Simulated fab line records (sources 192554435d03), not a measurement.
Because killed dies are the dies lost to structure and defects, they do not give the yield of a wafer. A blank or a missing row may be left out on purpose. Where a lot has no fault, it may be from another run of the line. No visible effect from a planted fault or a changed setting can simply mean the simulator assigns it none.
A lot that was struck, set against a sound lot -- flow n5Finfet -- 24 steps out of a route of 1938
Sound: wafers L400.2, L400.4, L400.6. Struck: wafer L390.5 (left out: L390.4, L390.6 of the same lot, which were not struck); the cause appears at the end.
Each step with rows lists, per side, the tool, then ch with its chambers, then its first start. Under that, the readings that differ: sound wafers -- struck wafers -- difference of the means -- sigmas: that difference in standard deviations of wafers without a fault.
alike: readings with means less than 2 such deviations apart, plus words and numbers identical on both sides. not compared: withheld readings, readings lacking a value on some wafer, bounds such as >300 that could conceal the same value, and numbers that have no deviation in the record and whose values overlap.
A row with sigmas, a row that says differs or no value, or rows on one side alone: a step with any of these is where the two part. Numbers that have no deviation but don't overlap get no sigmas and don't part them. Lack of a reading on every wafer of one side parts them only where that side has two or more wafers.

first, 9 steps without rows for these wafers: N5_BEOL_M2_PEB_09 (peb time 60 s); N5_BEOL_M2_DEVELOP_10 (develop time 30 s); N5_BEOL_M2_DESCUM_16 (chemistry O2, time 7 s); N5_BEOL_M2_ETCH_74 (etches underlayer in N2/H2, target depth 6.5 nm, time 5.2 s); N5_BEOL_M2_ETCH_63 (etches SiARC in CF4, target depth 15.6 nm, time 26 s); N5_BEOL_M2_ETCH_64 (etches SOC in N2/H2, target depth 75 nm, overetch 22.5 nm, time 121.9 s); N5_BEOL_M2_STRIP_65 (strips in N2/H2); N5_BEOL_M2_STRIP_75 (strips in N2/H2); N5_BEOL_M2_STRIP_66 (strips in CF4).
N5_BEOL_M2_HM_OPEN_17: chemistry Cl2/BCl3, target TiN, target depth 20 nm, overetch 6 nm.
  sound on rieMetal-01 ch 0,1, day 11 21:27; struck on rieMetal-01 ch 1, day 8 23:34
  alike: biasW, drypumpMotorCurrentA, heBacksideLeakSccm, mfcArSccm, oesProductAu, throttleValvePct
  not compared: rfHoursCounterH
then, 10 steps without rows for these wafers: N5_BEOL_M2_STRIP_19 (strips in O2); N5_BEOL_M2_COAT_67 (time 60 s, resist thk 60 nm); N5_BEOL_M2_COAT_68 (time 60 s, resist thk 12 nm); N5_BEOL_M2_COAT_76 (time 60 s, resist thk 5 nm); N5_BEOL_M2_COAT_22 (resist thk 30 nm); N5_BEOL_M2_EBR_24; N5_BEOL_M2_SOFTBAKE_23 (time 60 s); N5_BEOL_M2_EXPOSE_25 (exposes mask V1, defocus 5 nm); N5_BEOL_M2_PEB_26 (peb time 60 s); N5_BEOL_M2_DEVELOP_27 (develop time 30 s).
N5_BEOL_M2_INSPECT_30: inspects for defects (brightfield).
  sound on defectInspect-02 at day 11 22:23; struck on defectInspect-01 at day 9 00:08
reading,sound,struck,difference,sigmas
rawDefectCount,423 406 432,810,+390,+4
then, 1 step without rows for these wafers: N5_BEOL_M2_DESCUM_33 (chemistry O2, time 7 s).
-- record jumps: 2 days separate the struck wafers' starts on either side; left off in module BEOL_M2, taken up again in module BEOL_M4, whose first shown step is the route's number 1111 --
N5_BEOL_M4_RC_MEAS_101:
  sound on prober-02 ch 0, day 14 05:34; struck on prober-01 ch 0, day 11 07:29
  alike: DIBL_N, DIBL_P, IOFF_N, IOFF_P, ION_N, ION_P, SS_N, SS_P, VT_N, VT_P
-- the record jumps here: 4 days lie between the struck wafers' starts before and after (it left off in module BEOL_M4 and takes up again in module PASSIVATION, whose first step shown is number 1936 of the route) --
N5_PASSIVATION_PROBE_49:
  record: rows for the struck wafers here (prober-01, day 15 14:13), none for the sound ones

WHERE THEY PART
First at N5_BEOL_M2_INSPECT_30; last, within this record, at N5_PASSIVATION_PROBE_49.

WHY: what had been put in by the simulator
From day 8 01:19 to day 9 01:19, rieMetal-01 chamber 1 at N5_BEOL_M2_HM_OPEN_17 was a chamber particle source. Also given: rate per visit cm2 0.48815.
